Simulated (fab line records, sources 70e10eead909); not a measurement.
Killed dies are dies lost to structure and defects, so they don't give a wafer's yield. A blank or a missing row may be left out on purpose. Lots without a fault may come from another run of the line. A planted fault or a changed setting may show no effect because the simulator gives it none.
Which tool did it? | flow nand_harc | 11 lots, 33 wafers sampled, at 5 steps of a route of 1302

WHAT THE GAUGES READ, wafer by wafer
NHARC_END_SORT_01. Usual: killed_at_array 63, standard deviation 18; killed_at_other 1.1, standard deviation 1.3; killed_at_periphery 4.3, standard deviation 2.8; killed_dies 68, standard deviation 18; killed_open 3.3, standard deviation 2; killed_short 2.4, standard deviation 1.6.
lot  | measured     | on        | killed_at_array | killed_at_other | killed_at_periphery | killed_dies | killed_open | killed_short | flag
L591 | day 23 20:02 | prober-02 | 89 101 90       | 1 4 4           | 2 2 5               | 92 107 99   | 0 4 3       | 3 2 2        |
L592 | day 25 05:35 | prober-02 | 71 80 82        | 2 1 0           | 9 10 5              | 82 91 87    | 4 1 6       | 2 4 0        |
L608 | day 32 08:30 | prober-02 | 85 83 75        | 0 0 1           | 1 4 4               | 86 87 80    | 2 3 2       | 5 3 4        |
L606 | day 33 00:08 | prober-01 | 674 41 44       | 0 2 1           | 3 0 2               | 677 43 47   | 2 3 3       | 1 1 4        | OFF
L605 | day 32 17:01 | prober-01 | 675 68 68       | 0 2 1           | 2 6 0               | 677 76 69   | 1 10 1      | 5 2 2        | OFF
L613 | day 34 00:19 | prober-02 | 79 83 82        | 1 1 0           | 2 2 4               | 82 86 86    | 1 2 6       | 0 6 1        |

WHICH TOOL RAN EACH LOT (tool, then ch and the chambers of the sampled wafers, then the start)
lot  | NHARC_A_STAIRCASE_DESCUM_219       | NHARC_A_STAIRCASE_TRIM_220         | NHARC_A_STAIRCASE_TRIM_231         | NHARC_A_STAIRCASE_STRIP_238
L591 | rie_diel-10 ch 0,1,3, day 15 15:25 | rie_diel-10 ch 0,2,3, day 15 15:38 | rie_diel-10 ch 0,2,3, day 15 16:55 | plasma_asher-01 ch 0,1, day 15 17:43
L592 | rie_diel-04 ch 0,2,3, day 16 19:50 | rie_diel-04 ch 1,2,3, day 16 19:56 | rie_diel-04 ch 1,2,3, day 16 21:20 | plasma_asher-02 ch 0,1, day 16 22:06
L593 | rie_diel-10 ch 0,2,3, day 16 20:41 | rie_diel-10 ch 0,3, day 16 20:47   | rie_diel-10 ch 0,2, day 16 22:19   | plasma_asher-01 ch 0,1, day 16 23:16
L595 | rie_diel-10 ch 0,3, day 17 06:52   | rie_diel-10 ch 0,2,3, day 17 06:59 | rie_diel-10 ch 1,2, day 17 08:19   | plasma_asher-01 ch 0,1, day 17 09:20
L596 | rie_diel-04 ch 0,2,3, day 17 15:46 | rie_diel-04 ch 1,2, day 17 15:50   | rie_diel-10 ch 0,2,3, day 17 17:49 | plasma_asher-01 ch 0,1, day 17 18:40
L608 | rie_diel-04 ch 2,3, day 22 12:10   | rie_diel-04 ch 2,3, day 22 12:16   | rie_diel-04 ch 0,1,2, day 22 13:34 | plasma_asher-02 ch 0,1, day 22 14:21
L606 | rie_diel-10 ch 1,3, day 22 12:39   | rie_diel-10 ch 1,3, day 22 12:44   | rie_diel-10 ch 0,2,3, day 22 14:10 | plasma_asher-02 ch 1, day 22 15:03
L605 | rie_diel-10 ch 0,2,3, day 22 13:37 | rie_diel-10 ch 2,3, day 22 13:41   | rie_diel-10 ch 0,1,2, day 22 15:13 | plasma_asher-02 ch 0,1, day 22 16:14
L609 | rie_diel-10 ch 0,2,3, day 23 18:44 | rie_diel-10 ch 0,3, day 23 18:48   | rie_diel-04 ch 0,1,2, day 23 20:11 | plasma_asher-02 ch 0,1, day 23 23:47
L612 | rie_diel-03 ch 2,3, day 24 11:19   | rie_diel-03 ch 0,1, day 24 11:24   | rie_diel-04 ch 0,2, day 24 12:45   | plasma_asher-01 ch 0,1, day 24 14:08
L613 | rie_diel-03 ch 0,1,2, day 25 13:26 | rie_diel-03 ch 0,3, day 25 13:30   | rie_diel-10 ch 2,3, day 25 14:56   | plasma_asher-01 ch 0,1, day 25 15:48
- NHARC_A_STAIRCASE_DESCUM_219: chemistry O2, time 3 s.
- NHARC_A_STAIRCASE_TRIM_220: chemistry O2, time 211.2 s.
- NHARC_A_STAIRCASE_TRIM_231: chemistry O2, time 211.2 s.
- NHARC_A_STAIRCASE_STRIP_238: strips in O2.

WHAT THE TOOLS THEMSELVES READ (means of the sampled wafers that have a number; where no wafer has one, the mark that the record gives instead)
NHARC_A_STAIRCASE_DESCUM_219. Usual: drypump_motor_current_A 5.9 A, standard deviation 0.44; o2_flow_sccm 199.9 sccm, standard deviation 0.66; oes_product_au 1.003 a.u., standard deviation 0.0076; rf_vpp_V 57.8 V, standard deviation 0.93; showerhead_plenum_p_Torr 1.90 Torr, standard deviation 0.078; throttle_valve_pct 11.312 %, standard deviation 0.0098.
lot  | tool        | drypump_motor_current_A (A) | o2_flow_sccm (sccm) | oes_product_au (a.u.) | rf_vpp_V (V) | showerhead_plenum_p_Torr (Torr) | throttle_valve_pct (%) | flag
L591 | rie_diel-10 | 5.7                         | 199.8               | 1.007                 | 58.3         | 1.97                            | 11.312                 |
L592 | rie_diel-04 | 5.7                         | 200.2               | 0.996                 | 57.9         | 1.83                            | 11.311                 |
L593 | rie_diel-10 | 5.8                         | 199.4               | 1.005                 | 58.0         | 1.90                            | 11.316                 |
L595 | rie_diel-10 | 5.7                         | 200.3               | 1.006                 | 58.3         | 1.92                            | 11.314                 |
L596 | rie_diel-04 | 5.7                         | 199.6               | 1.006                 | 57.0         | 1.83                            | 11.310                 |
L608 | rie_diel-04 | 5.8                         | 199.7               | 1.003                 | 57.2         | 1.79                            | 11.318                 |
L606 | rie_diel-10 | 5.5                         | 199.8               | 1.007                 | 58.5         | 1.95                            | 11.304                 |
L605 | rie_diel-10 | 5.9                         | 200.2               | 1.000                 | 58.1         | 1.88                            | 11.306                 |
L609 | rie_diel-10 | 5.9                         | 199.6               | 1.012                 | 57.9         | 1.88                            | 11.315                 |
L612 | rie_diel-03 | 6.3                         | 200.2               | 0.998                 | 57.6         | 1.96                            | 11.316                 |
L613 | rie_diel-03 | 6.1                         | 200.0               | 0.996                 | 58.5         | 2.01                            | 11.318                 |

NHARC_A_STAIRCASE_TRIM_220. Usual: drypump_motor_current_A 5.9 A, standard deviation 0.41; o2_flow_sccm 500.1 sccm, standard deviation 1.7; oes_product_au 1.003 a.u., standard deviation 0.007; rf_vpp_V 57.8 V, standard deviation 0.87; run_length_s 232.8 s, standard deviation 0.34; showerhead_plenum_p_Torr 3.52 Torr, standard deviation 0.14; throttle_valve_pct 17.037 %, standard deviation 0.0091.
lot  | tool        | drypump_motor_current_A (A) | o2_flow_sccm (sccm) | oes_product_au (a.u.) | rf_vpp_V (V) | run_length_s (s) | showerhead_plenum_p_Torr (Torr) | throttle_valve_pct (%) | flag
L591 | rie_diel-10 | 5.9                         | 500.0               | 1.008                 | 57.9         | 233.0            | 3.50                            | 17.035                 |
L592 | rie_diel-04 | 6.0                         | 500.6               | 1.008                 | 57.5         | 233.1            | 3.41                            | 17.032                 |
L593 | rie_diel-10 | 5.6                         | 499.4               | 0.996                 | 58.3         | 232.9            | 3.56                            | 17.046                 |
L595 | rie_diel-10 | 5.9                         | 501.3               | 1.004                 | 58.1         | 232.9            | 3.50                            | 17.044                 |
L596 | rie_diel-04 | 6.2                         | 498.8               | 1.006                 | 57.9         | 233.1            | 3.47                            | 17.033                 |
L608 | rie_diel-04 | 5.9                         | 499.6               | 1.001                 | 57.6         | 232.8            | 3.33                            | 17.042                 |
L606 | rie_diel-10 | 5.5                         | 500.6               | 1.005                 | 57.4         | 232.7            | 3.60                            | 17.034                 |
L605 | rie_diel-10 | 6.0                         | 502.5               | 1.010                 | 57.7         | 233.1            | 3.43                            | 17.039                 |
L609 | rie_diel-10 | 5.6                         | 499.6               | 1.004                 | 57.3         | 232.8            | 3.53                            | 17.043                 |
L612 | rie_diel-03 | 5.8                         | 500.2               | 0.996                 | 57.4         | 232.5            | 3.75                            | 17.038                 |
L613 | rie_diel-03 | 6.1                         | 499.0               | 0.997                 | 57.9         | 232.5            | 3.65                            | 17.035                 |

NHARC_A_STAIRCASE_TRIM_231. Usual: drypump_motor_current_A 5.9 A, standard deviation 0.43; o2_flow_sccm 499.8 sccm, standard deviation 1.5; oes_product_au 1.004 a.u., standard deviation 0.0078; rf_vpp_V 57.8 V, standard deviation 0.84; run_length_s 232.8 s, standard deviation 0.35; showerhead_plenum_p_Torr 3.53 Torr, standard deviation 0.14; throttle_valve_pct 17.036 %, standard deviation 0.0092.
lot  | tool        | drypump_motor_current_A (A) | o2_flow_sccm (sccm) | oes_product_au (a.u.) | rf_vpp_V (V) | run_length_s (s) | showerhead_plenum_p_Torr (Torr) | throttle_valve_pct (%) | flag
L591 | rie_diel-10 | 5.9                         | 499.3               | 1.006                 | 57.4         | 233.0            | 3.50                            | 17.045                 |
L592 | rie_diel-04 | 6.0                         | 499.9               | 1.005                 | 57.4         | 232.7            | 3.41                            | 17.037                 |
L593 | rie_diel-10 | 6.2                         | 499.5               | 0.999                 | 58.0         | 233.0            | 3.45                            | 17.040                 |
L595 | rie_diel-10 | 6.0                         | 498.1               | 1.008                 | 58.3         | 232.8            | 3.63                            | 17.029                 |
L596 | rie_diel-10 | 5.9                         | 501.1               | 1.002                 | 58.0         | 232.9            | 3.49                            | 17.047                 |
L608 | rie_diel-04 | 5.9                         | 499.5               | 1.002                 | 57.4         | 233.0            | 3.42                            | 17.037                 |
L606 | rie_diel-10 | 5.9                         | 500.0               | 0.999                 | 58.4         | 208.8            | 3.48                            | 17.032                 | OFF
L605 | rie_diel-10 | 6.0                         | 499.0               | 1.007                 | 57.8         | 209.0            | 3.54                            | 17.039                 | OFF
L609 | rie_diel-04 | 5.9                         | 501.4               | 0.991                 | 57.7         | 233.2            | 3.42                            | 17.032                 |
L612 | rie_diel-04 | 5.6                         | 499.9               | 1.009                 | 57.2         | 232.9            | 3.39                            | 17.042                 |
L613 | rie_diel-10 | 5.7                         | 501.3               | 1.002                 | 57.7         | 233.0            | 3.47                            | 17.034                 |

NHARC_A_STAIRCASE_STRIP_238. Usual: drypump_motor_current_A 5.6 A, standard deviation 0.62; heater_power_w 318 W, standard deviation 32.
lot  | tool            | drypump_motor_current_A (A) | heater_power_w (W) | flag
L591 | plasma_asher-01 | 5.9                         | 356                |
L592 | plasma_asher-02 | 5.3                         | 308                |
L593 | plasma_asher-01 | 5.5                         | 347                |
L595 | plasma_asher-01 | 5.5                         | 347                |
L596 | plasma_asher-01 | 5.5                         | 341                |
L608 | plasma_asher-02 | 5.8                         | 288                |
L606 | plasma_asher-02 | 4.9                         | 316                |
L605 | plasma_asher-02 | 5.3                         | 310                |
L609 | plasma_asher-02 | 5.8                         | 288                |
L612 | plasma_asher-01 | 5.5                         | 341                |
L613 | plasma_asher-01 | 5.9                         | 349                |

THE ANSWER, worked out from the rows above alone
Rule: a lot is off if the mean of its wafers that have a number lies more than 3 standard deviations from the usual mean. A lot without any number at a reading at which 4 lots or more have one is off too. The other lots that the step has rows for count as sound. The gauges are gone through in route order, then the tools' own readings, and for those a lot's mean is taken as printed above. The first step at which some lot is off is used, and at that step the reading that is off furthest; a lot without a number counts as furthest.
Off: L606, L605, at NHARC_END_SORT_01 (killed_at_array). Neither off nor sound, because the step has no rows for them: L593, L595, L596, L609, L612.
A tool fits if, at a process step before that reading, it ran every lot that is off, and no sound lot after the first of them. The gauges at NHARC_END_SORT_01 aren't tried: what is off there is off at NHARC_A_STAIRCASE_TRIM_231 too, on other tools, and a gauge's error can't cause that. Can't be told from this: 2 tools fit, rie_diel-10 at NHARC_A_STAIRCASE_DESCUM_219 and NHARC_A_STAIRCASE_TRIM_220, plasma_asher-02 at NHARC_A_STAIRCASE_STRIP_238.

WHAT THE SIMULATOR HAD PUT IN
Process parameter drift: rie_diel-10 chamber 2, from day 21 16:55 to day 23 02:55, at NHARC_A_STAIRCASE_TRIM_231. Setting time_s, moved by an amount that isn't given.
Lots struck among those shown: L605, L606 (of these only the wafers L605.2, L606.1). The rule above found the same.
